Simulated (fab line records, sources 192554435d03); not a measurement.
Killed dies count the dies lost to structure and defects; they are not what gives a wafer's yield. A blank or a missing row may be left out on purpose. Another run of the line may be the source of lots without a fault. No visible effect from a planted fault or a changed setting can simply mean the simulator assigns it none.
Matching of chambers | flow n5-finfet | 4 sister chambers for N5_MOL_CONTACT_COAG_ETCH_59 on rie-diel-04
The step etches underlayer in N2/H2, target depth 13 nm, time 10.4 s. 14 wafers are shown with their chamber, then 7 later ones without.

## EACH WAFER AND ITS CHAMBER
wafer  | chamber | drypump-motor-current-A (A) | etch-rf-on-time-s (s) | oes-product-au (a.u.)
L079.2 | 2       | 5.7                         | 10.7                  | 0.60
L079.3 | 0       | 6.0                         | 10.9                  | 0.58
L079.6 | 2       | 5.7                         | 10.8                  | 0.60
L082.1 | 3       | 5.1                         | 10.3                  | 0.59
L082.2 | 2       | 5.7                         | 10.9                  | 0.60
L082.3 | 1       | 5.6                         | 10.7                  | 0.59
L083.2 | 0       | 6.0                         | 11.1                  | 0.57
L083.5 | 3       | 5.1                         | 10.3                  | 0.59
L083.6 | 0       | 6.0                         | 11.0                  | 0.56
L094.1 | 0       | 6.0                         | 10.8                  | 0.74
L094.2 | 3       | 5.0                         | 9.9                   | 0.79
L094.3 | 1       | 5.6                         | 10.6                  | 0.86
L094.4 | 3       | 5.1                         | 9.9                   | 0.80
L094.5 | 1       | 5.6                         | 10.5                  | 0.86

SIGNATURES, as means of the wafers listed above
reading                 | chamber 0 | chamber 1 | chamber 2 | chamber 3 | scatter within a chamber
drypump-motor-current-A | 6.000     | 5.600     | 5.700     | 5.075     | 0.0274
etch-rf-on-time-s       | 10.950    | 10.600    | 10.800    | 10.100    | 0.158
oes-product-au          | 0.6125    | 0.7700    | 0.6000    | 0.6925    | 0.106
Rule: distance of a wafer from a chamber = root of the sum over the readings of ((wafer's reading minus chamber's mean) / reading's scatter) squared. If the next closest chamber is less than 2 further off than the closest, the wafer can't be placed; otherwise it belongs to the closest. How the scatter is found: for the shown wafers, subtract from each reading the mean of its chamber, square and add these, divide the total by (wafers less chambers), then take the root.

## WAFERS WITHOUT THEIR CHAMBER
wafer  | drypump-motor-current-A (A) | etch-rf-on-time-s (s) | oes-product-au (a.u.)
L094.6 | 6.0                         | 10.7                  | 0.75
L096.2 | 5.6                         | 10.3                  | 0.83
L096.4 | 6.0                         | 10.5                  | 0.75
L096.6 | 5.1                         | 9.8                   | 0.79
L097.3 | 6.0                         | 10.9                  | 0.74
L097.5 | 5.6                         | 10.7                  | 0.82
L097.6 | 6.0                         | 10.9                  | 0.74

## THE CHAMBER EACH PASSED THROUGH
wafer  | from the rows above | in truth
L094.6 | 0                   | 0
L096.2 | 1                   | 1
L096.4 | 0                   | 0
L096.6 | 3                   | 3
L097.3 | 0                   | 0
L097.5 | 1                   | 1
L097.6 | 0                   | 0
Correctly placed: 7 of 7. Left unplaced by these rows: 0. Wrongly placed: 0.
